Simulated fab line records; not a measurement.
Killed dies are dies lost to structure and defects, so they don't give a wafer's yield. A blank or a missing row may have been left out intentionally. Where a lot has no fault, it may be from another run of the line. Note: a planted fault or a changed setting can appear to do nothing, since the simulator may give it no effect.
Matching of chambers | flow nand_harc | NHARC_A_STAIRCASE_TRIM_196 on rie_diel-06 has 4 sister chambers
The step chemistry O2, time 211.2 s. 18 wafers are shown with their chamber, then 9 later ones without.

== WAFERS WITH THEIR CHAMBER ==
wafer  | chamber | drypump_motor_current_A (A) | throttle_valve_pct (%) | oes_product_au (a.u.)
L076.2 | 3       | 5.8                         | 17.012                 | 1.005
L076.3 | 2       | 5.5                         | 17.035                 | 1.007
L076.6 | 0       | 5.7                         | 17.046                 | 0.999
L080.2 | 3       | 5.7                         | 17.035                 | 0.981
L080.3 | 1       | 6.0                         | 17.034                 | 1.009
L080.5 | 0       | 5.8                         | 17.044                 | 0.994
L082.2 | 2       | 5.6                         | 17.032                 | 1.004
L082.4 | 0       | 5.8                         | 17.036                 | 0.998
L082.5 | 2       | 5.6                         | 17.049                 | 1.010
L085.3 | 1       | 6.0                         | 17.031                 | 1.002
L085.5 | 2       | 5.6                         | 17.044                 | 1.021
L085.6 | 3       | 5.7                         | 17.017                 | 1.001
L087.1 | 2       | 5.6                         | 17.036                 | 1.029
L087.4 | 3       | 5.7                         | 17.028                 | 1.004
L087.6 | 1       | 6.0                         | 17.043                 | 1.005
L088.1 | 0       | 5.8                         | 17.038                 | 0.998
L088.4 | 3       | 5.8                         | 17.029                 | 1.009
L088.6 | 1       | 6.0                         | 17.041                 | 1.016

SIGNATURES (averages over the wafers above)
reading                 | chamber 0 | chamber 1 | chamber 2 | chamber 3 | scatter within a chamber
drypump_motor_current_A | 5.775     | 6.000     | 5.580     | 5.740     | 0.0443
throttle_valve_pct      | 17.04100  | 17.03725  | 17.03920  | 17.02420  | 0.00716
oes_product_au          | 0.99725   | 1.00800   | 1.01420   | 1.00000   | 0.00865
Rule: for each reading, subtract the chamber's mean from the wafer's reading, divide by that reading's scatter and square the result; add these up over the readings and take the root, which gives the wafer's distance from the chamber. If the next closest chamber is less than 2 further off than the closest, the wafer can't be placed; otherwise it belongs to the closest. The scatter is the square root of a quotient: the sum, over the shown wafers, of each reading's squared deviation from its chamber's mean, divided by wafers minus chambers.

== WAFERS WHOSE CHAMBER IS MISSING ==
wafer  | drypump_motor_current_A (A) | throttle_valve_pct (%) | oes_product_au (a.u.)
L090.3 | 5.7                         | 17.022                 | 0.989
L090.4 | 5.6                         | 17.026                 | 1.040
L090.5 | 5.7                         | 17.041                 | 0.987
L092.1 | 5.7                         | 17.031                 | 1.008
L092.3 | 5.7                         | 17.042                 | 0.979
L092.5 | 5.7                         | 17.028                 | 1.008
L097.1 | 5.8                         | 17.027                 | 0.984
L097.3 | 5.5                         | 17.047                 | 1.021
L097.4 | 5.7                         | 17.033                 | 0.980

== EACH ONE'S CHAMBER ==
wafer  | from the rows above          | in truth
L090.3 | can't be placed: 3 or 0      | 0
L090.4 | 2                            | 2
L090.5 | can't be placed: 0 or 3      | 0
L092.1 | can't be placed: 3 or 0 or 2 | 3
L092.3 | can't be placed: 0 or 3      | 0
L092.5 | can't be placed: 3 or 0 or 2 | 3
L097.1 | can't be placed: 3 or 0      | 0
L097.3 | 2                            | 2
L097.4 | can't be placed: 3 or 0      | 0
Placed correctly: 2 of 9. Not placeable from these rows: 7 (in 7, the candidates include the true chamber). 0 placed wrongly.
